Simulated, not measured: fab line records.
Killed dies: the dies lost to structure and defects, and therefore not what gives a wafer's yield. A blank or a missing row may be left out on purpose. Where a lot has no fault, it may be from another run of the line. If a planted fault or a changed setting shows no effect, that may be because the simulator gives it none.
Lot-split experiment -- flow n5Finfet -- route with 1938 steps; 7 lots, 39 wafers read

== SPLIT DETAILS ==
At N5_BEOL_M14_ILD_DEP_00 (deposits SiO2 from TEOS/O2, target thk 1119.3 nm, time 237.4 s), the setting targetThkA was moved away from the recipe's 11193 angstrom on 15 of the 39 wafers read, by -54.9% to +47.5%. All remaining wafers had this setting at the recipe value.

== FROM THE SPLIT TO THE READING: what the file shows between them, 10 steps ==
- N5_BEOL_M14_THK_MEAS_01
- N5_BEOL_M14_COAT_58: time 60 s, resist thk 89 nm
- N5_BEOL_M14_COAT_04: resist thk 800 nm
- N5_BEOL_M14_DESCUM_15: chemistry O2, time 7.9 s
- N5_BEOL_M14_ETCH_59: etches BARC in N2/H2, target depth 89 nm, overetch 26.7 nm, time 67.9 s
- N5_BEOL_M14_VIA_ETCH_16: etches SiO2 in C4F8/O2/Ar, target depth 1231.3 nm
- N5_BEOL_M14_STRIP_63: strips in O2
- N5_BEOL_M14_STRIP_64: strips in O2
- N5_BEOL_M14_STRIP_71: strips in post etch residue remover, time 60 s
- N5_BEOL_M14_SRD_72: time 30 s, dry time 30 s

== THE READING ==
cdNm, in nm, at N5_BEOL_M14_CD_MEAS_17 (target cd 250 nm). Fault-free wafers of this fab line usually give 251.3 nm, standard deviation 1.5 nm.

wafer,"tool, chamber at the split","targetThkA as run, angstrom",against the recipe,"cdNm, nm",against lot-mates on the recipe
L076.1,"pecvd-03, 1",11193,recipe,250.2,-
L076.4,"pecvd-03, 1",11193,recipe,253.1,-
L076.5,"pecvd-03, 0",11193,recipe,250.6,-
L077.1,"pecvd-03, 2",5053,-54.9%,247.6,-3.9
L077.2,"pecvd-03, 1",11193,recipe,253.1,-
L077.3,"pecvd-03, 0",11193,recipe,250.8,-
L077.4,"pecvd-03, 2",5053,-54.9%,246.0,-5.5
L077.5,"pecvd-03, 0",5053,-54.9%,244.3,-7.2
L077.6,"pecvd-03, 1",11193,recipe,250.6,-
L078.1,"pecvd-03, 2",11193,recipe,251.3,-
L078.2,"pecvd-03, 0",15350,+37.1%,255.5,+4.6
L078.3,"pecvd-03, 1",11193,recipe,250.2,-
L078.4,"pecvd-03, 2",15350,+37.1%,253.4,+2.5
L078.5,"pecvd-03, 0",11193,recipe,251.1,-
L078.6,"pecvd-03, 1",15350,+37.1%,252.3,+1.4
L079.1,"pecvd-01, 2",11193,recipe,252.1,-
L079.2,"pecvd-01, 0",11193,recipe,250.1,-
L079.3,"pecvd-01, 2",11193,recipe,252.6,-
L079.4,"pecvd-01, 0",11193,recipe,252.2,-
L079.5,"pecvd-01, 0",11193,recipe,253.2,-
L079.6,"pecvd-01, 2",11193,recipe,250.0,-
L086.1,"pecvd-04, 0",16510,+47.5%,256.2,+3.9
L086.2,"pecvd-04, 2",11193,recipe,253.0,-
L086.3,"pecvd-04, 1",16510,+47.5%,255.3,+3.0
L086.4,"pecvd-04, 0",11193,recipe,251.2,-
L086.5,"pecvd-04, 1",16510,+47.5%,255.9,+3.6
L086.6,"pecvd-04, 2",11193,recipe,252.6,-
L088.1,"pecvd-03, 1",15850,+41.6%,255.3,+4.2
L088.2,"pecvd-03, 0",11193,recipe,252.9,-
L088.3,"pecvd-03, 2",15850,+41.6%,255.7,+4.6
L088.4,"pecvd-03, 1",11193,recipe,250.4,-
L088.5,"pecvd-03, 2",11193,recipe,250.0,-
L088.6,"pecvd-03, 0",15850,+41.6%,255.0,+3.9
L091.1,"pecvd-04, 2",11193,recipe,252.9,-
L091.2,"pecvd-04, 1",11193,recipe,251.8,-
L091.3,"pecvd-04, 0",7569,-32.4%,250.0,-1.9
L091.4,"pecvd-04, 0",7569,-32.4%,249.0,-2.9
L091.5,"pecvd-04, 2",7569,-32.4%,248.1,-3.8
L091.6,"pecvd-04, 1",11193,recipe,250.9,-

FIT RESULTS
A straight line over all 39 wafers: cdNm changes by +0.0883 nm for each +1% of targetThkA; r = +0.90; the points scatter about the line by 1.2 nm.
The same after taking each lot's own level away (the mean of its wafers on the recipe; 39 wafers): +0.0901 nm for each +1%; r = +0.91; scatter 1.1 nm.
On that fit, the largest move of targetThkA shifts the reading by 4.9 nm.
From 250.87 to 252.27 nm: that is the span of the lots' own levels, equal to 0.9 times the standard deviation above.
The two slopes agree, so the slope changes little with the lot-to-lot level.
Check: with one of the wafers moved furthest among these (-54.9%) left out of the fit, the line predicts -5.23 nm for it against its lot-mates. It came out at -3.9 nm against them.

== THE WHOLE CHAIN: every reading that the file lists as answering this split, in the file's order ==
step,what it does,reading,change (the file's fit),r (the file's)
N5_BEOL_M14_ILD_DEP_00,"deposits SiO2 from TEOS/O2, target thk 1119.3 nm, time 237.4 s","SiO2_of_BEOL_M14_ILD_DEP_00.thkNm (the simulator's own value, which no gauge read)",+11.1 nm for each +1% of the setting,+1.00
N5_BEOL_M14_THK_MEAS_01,,M14_ILD_THK,+11.1 for each +1% of the setting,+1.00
N5_BEOL_M14_VIA_ETCH_16,"etches SiO2 in C4F8/O2/Ar, target depth 1231.3 nm","etch.depthNm (the simulator's own value, which no gauge read)",+11.1 nm for each +1% of the setting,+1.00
N5_BEOL_M14_VIA_ETCH_16,"etches SiO2 in C4F8/O2/Ar, target depth 1231.3 nm","coat_of_BEOL_M14_COAT_04.thkNm (the simulator's own value, which no gauge read)",-2.62 nm for each +1% of the setting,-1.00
N5_BEOL_M14_CD_MEAS_17,target cd 250 nm,cdNm,+0.0898 nm for each +1% of the setting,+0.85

== THE FILE'S OWN FIT ==
cdNm changes by +0.0898 nm for each +1% of targetThkA, r = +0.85.
